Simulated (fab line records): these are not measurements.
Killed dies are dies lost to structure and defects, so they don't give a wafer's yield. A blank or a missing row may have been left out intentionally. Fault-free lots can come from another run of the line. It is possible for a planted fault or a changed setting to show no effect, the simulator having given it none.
Which tool is to blame? ; flow n5Finfet ; 8 lots with 24 wafers sampled at 5 steps, on a route of 1938 steps

== WHAT THE GAUGES READ, wafer by wafer ==
N5_BEOL_M4_RC_MEAS_101.
lot;measured;on;DIBL_N (mV/V)
L651;day 8 04:08;prober-02;35.6 35.5 35.9
L654;day 9 05:26;prober-01;35.5 36.9 37.6
L656;day 9 07:47;prober-02;35.1 32.9 33.3
L667;day 12 08:43;prober-02;38.3 36.2 36.1
L668;day 12 19:05;prober-01;36.3 36.8 37.0
L669;day 13 05:36;prober-01;35.7 35.8 34.8
L673;day 13 10:26;prober-02;38.9 38.1 37.4
L672;day 14 02:27;prober-01;34.8 35.9 35.1

== WHICH TOOL RAN EACH LOT (tool, then ch and the chambers of the sampled wafers, then the start) ==
lot;N5_BEOL_M0_SAQP_SPACER2_ETCHBACK_27;N5_BEOL_M0_SAQP_DESCUM_45;N5_BEOL_M0_SAQP_ETCH_73;N5_BEOL_M0_SAQP_STRIP_75
L651;rieDiel-01 ch 0,1,2, day 5 22:44;rieDiel-01 ch 0,1, day 5 23:21;rieDiel-01 ch 0,1, day 5 23:25;rieDiel-06 ch 2,3, day 6 00:16
L654;rieDiel-02 ch 0,3, day 6 16:40;rieDiel-01 ch 2,3, day 6 17:28;rieDiel-01 ch 2,3, day 6 17:31;rieDiel-06 ch 2, day 6 19:39
L656;rieDiel-02 ch 0,2,3, day 6 23:36;rieDiel-01 ch 0,2,3, day 7 00:14;rieDiel-01 ch 0,2,3, day 7 00:17;rieDiel-06 ch 1,3, day 7 01:12
L667;rieDiel-02 ch 1,3, day 9 22:48;rieDiel-06 ch 2,3, day 9 23:44;rieDiel-06 ch 2,3, day 9 23:47;rieDiel-06 ch 0,2, day 10 00:39
L668;rieDiel-06 ch 0,2,3, day 10 03:50;rieDiel-06 ch 0,2,3, day 10 04:53;rieDiel-06 ch 0,2,3, day 10 04:56;rieDiel-06 ch 0,2,3, day 10 06:04
L669;rieDiel-06 ch 0,2, day 10 08:38;rieDiel-01 ch 1,2,3, day 10 10:22;rieDiel-01 ch 1,2,3, day 10 10:25;rieDiel-01 ch 1,2,3, day 10 11:55
L673;rieDiel-02 ch 0,1, day 11 09:37;rieDiel-01 ch 1,2, day 11 10:22;rieDiel-01 ch 1,2, day 11 10:25;rieDiel-02 ch 1,2,3, day 11 11:17
L672;rieDiel-02 ch 0,1, day 11 12:55;rieDiel-01 ch 2,3, day 11 13:32;rieDiel-01 ch 2,3, day 11 13:35;rieDiel-02 ch 1,3, day 11 14:27
- N5_BEOL_M0_SAQP_SPACER2_ETCHBACK_27: etches SiO2 in CHF3/O2, target depth 22.5 nm, time 11.25 s.
- N5_BEOL_M0_SAQP_DESCUM_45: chemistry O2, time 7 s.
- N5_BEOL_M0_SAQP_ETCH_73: etches SiARC in CF4, target depth 19.5 nm, time 32.5 s.
- N5_BEOL_M0_SAQP_STRIP_75: strips in CF4.

== THE ANSWER, worked out from the rows above alone ==
Rule: what is usual is taken from the lots themselves. Put in order of their means at a reading, lots are off if they are a third of the lots or fewer, leave a main group of 4 or more, and stand apart from it by a gap of 3 or more times the standard deviation of the main group's means; of several such gaps the widest counts. Not used: any main group whose means are identical at the precision the tables above print for the reading. A lot without any number at a reading at which 4 lots or more have one is off too. The other lots that the step has rows for count as sound.
Nothing can be told from this: no lot is off at any reading shown.

== WHAT THE SIMULATOR PUT IN ==
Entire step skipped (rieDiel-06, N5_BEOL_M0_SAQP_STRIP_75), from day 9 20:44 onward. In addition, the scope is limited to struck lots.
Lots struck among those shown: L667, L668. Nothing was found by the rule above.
